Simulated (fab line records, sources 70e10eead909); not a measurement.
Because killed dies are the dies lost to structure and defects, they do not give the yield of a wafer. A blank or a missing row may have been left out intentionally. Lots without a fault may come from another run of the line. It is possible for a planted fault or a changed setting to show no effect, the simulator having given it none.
What tool caused it? ; flow nand_harc ; 6 lots with 18 wafers sampled at 4 steps, on a route of 1302 steps

## WHAT EACH GAUGE READ, for each wafer
NHARC_P_GATE_CD_MEAS_46: the cd target is 720 nm.
lot;measured;on;cd_nm (nm)
L706;day 5 23:04;cd_sem-01;719.2 720.6 719.2
L710;day 7 17:27;cd_sem-01;720.9 721.5 719.5
L715;day 9 12:01;cd_sem-01;718.4 719.5 719.4
L717;day 10 13:50;cd_sem-02;718.7 717.9 718.6
L724;day 13 11:23;cd_sem-03;690.2 688.8 690.0
L728;day 15 02:53;cd_sem-02;717.6 717.7 718.2

## TOOL THAT RAN EACH LOT (tool first, then ch and the chambers of the sampled wafers, then the start)
lot;NHARC_P_GATE_DESCUM_13;NHARC_P_GATE_HM_DEP_102;NHARC_P_GATE_EXPOSE_43
L706;rie_diel-07 ch 1,2,3, day 4 21:06;acl_dep-01 ch 0, day 5 09:47;krf_scanner-03 ch 0, day 5 22:55
L710;rie_diel-12 ch 1,3, day 6 12:50;acl_dep-02 ch 0, day 7 02:30;krf_scanner-04 ch 0, day 7 17:18
L715;rie_diel-03 ch 1,3, day 8 10:02;acl_dep-02 ch 0, day 8 22:43;krf_scanner-03 ch 0, day 9 11:51
L717;rie_diel-03 ch 0,2,3, day 9 10:56;acl_dep-02 ch 0, day 10 00:30;krf_scanner-02 ch 0, day 10 13:41
L724;rie_diel-03 ch 0,1,3, day 12 08:18;acl_dep-03 ch 0, day 12 21:40;krf_scanner-03 ch 0, day 13 11:13
L728;rie_diel-12 ch 0,1,2, day 13 22:19;acl_dep-01 ch 0, day 14 13:28;krf_scanner-02 ch 0, day 15 02:43
- NHARC_P_GATE_DESCUM_13: chemistry O2, time 3 s.
- NHARC_P_GATE_HM_DEP_102: deposits aC, target thk 120 nm.
- NHARC_P_GATE_EXPOSE_43: exposes mask P NSD, target cd 720 nm.

## THE ANSWER, worked out from the rows above alone
Rule: the usual values come from the lots themselves. Put in order of their means at a reading, lots are off if they are a third of the lots or fewer, leave a main group of 4 or more, and stand apart from it by a gap of 3 or more times the standard deviation of the main group's means; of several such gaps the widest counts. A main group is skipped when, at the precision printed for the reading in the tables above, its means are all equal. A lot without any number at a reading at which 4 lots or more have one is off too. All remaining lots with rows at the step are treated as sound.
Off, at NHARC_P_GATE_CD_MEAS_46 on cd_nm: L724. Main group: mean 719.1 nm, sd 0.98.
If a tool, at a process step before that reading, ran all the lots that are off and no sound lot after the first of them, it fits. Those tools and the gauges at NHARC_P_GATE_CD_MEAS_46 are tried in the same way. Can't be told from this: 4 tools fit, rie_diel-03 at NHARC_P_GATE_DESCUM_13, acl_dep-03 at NHARC_P_GATE_HM_DEP_102, krf_scanner-03 at NHARC_P_GATE_EXPOSE_43, cd_sem-03 at NHARC_P_GATE_CD_MEAS_46.

## WHAT THE SIMULATOR HAD INSERTED
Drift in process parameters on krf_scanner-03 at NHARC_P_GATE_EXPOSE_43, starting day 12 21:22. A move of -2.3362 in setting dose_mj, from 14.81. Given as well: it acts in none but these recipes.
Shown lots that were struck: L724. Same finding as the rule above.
